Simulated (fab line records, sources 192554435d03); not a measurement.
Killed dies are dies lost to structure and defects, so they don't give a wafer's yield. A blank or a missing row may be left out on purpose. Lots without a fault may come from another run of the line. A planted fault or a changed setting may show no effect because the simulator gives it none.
Chamber matching | flow n5_finfet | N5_BEOL_M3_ETCH_64 on rie_diel-04: 4 sister chambers
The step etches SOC in N2/H2, target depth 75 nm, overetch 15 nm, time 112.5 s. 8 wafers are shown with their chamber, then 8 later ones without.

WAFERS WITH THEIR CHAMBER
wafer  | chamber | showerhead_plenum_p_Torr (Torr) | throttle_valve_pct (%)
L075.2 | 2       | 2.41                            | 17.73
L076.1 | 2       | 2.41                            | 17.72
L081.1 | 0       | 2.55                            | 17.61
L084.5 | 3       | 2.63                            | 17.95
L084.6 | 0       | 2.55                            | 17.61
L087.2 | 3       | 2.63                            | 17.96
L087.6 | 1       | 2.64                            | 18.23
L089.1 | 1       | 2.63                            | 18.25

WAFERS WITHOUT THEIR CHAMBER
wafer  | showerhead_plenum_p_Torr (Torr) | throttle_valve_pct (%)
L089.4 | 2.62                            | 17.97
L089.6 | 2.40                            | 17.78
L094.3 | 2.62                            | 17.99
L094.5 | 2.63                            | 18.27
L094.6 | 2.54                            | 17.67
L097.3 | 2.62                            | 18.28
L097.4 | 2.53                            | 17.67
L097.5 | 2.39                            | 17.79

WHICH CHAMBER EACH WENT THROUGH
wafer  | from the rows above | in truth
L089.4 | 3                   | 3
L089.6 | 2                   | 2
L094.3 | 3                   | 3
L094.5 | 1                   | 1
L094.6 | 0                   | 0
L097.3 | 1                   | 1
L097.4 | 0                   | 0
L097.5 | 2                   | 2
Placed correctly: 8 of 8. Can't be placed from these rows: 0. Placed wrongly: 0.
How it was worked out, from the rows above alone: a wafer's distance from a chamber is the root of the sum, over the readings, of the square of ((its reading less the chamber's mean) divided by the reading's scatter). The wafer belongs to the nearest chamber; if the next one is less than 2 further off, it can't be placed. A chamber's mean is the mean of its shown wafers. The scatter: the root of (the sum of the squares of (reading less its chamber's mean) over the shown wafers, divided by (wafers less chambers)).
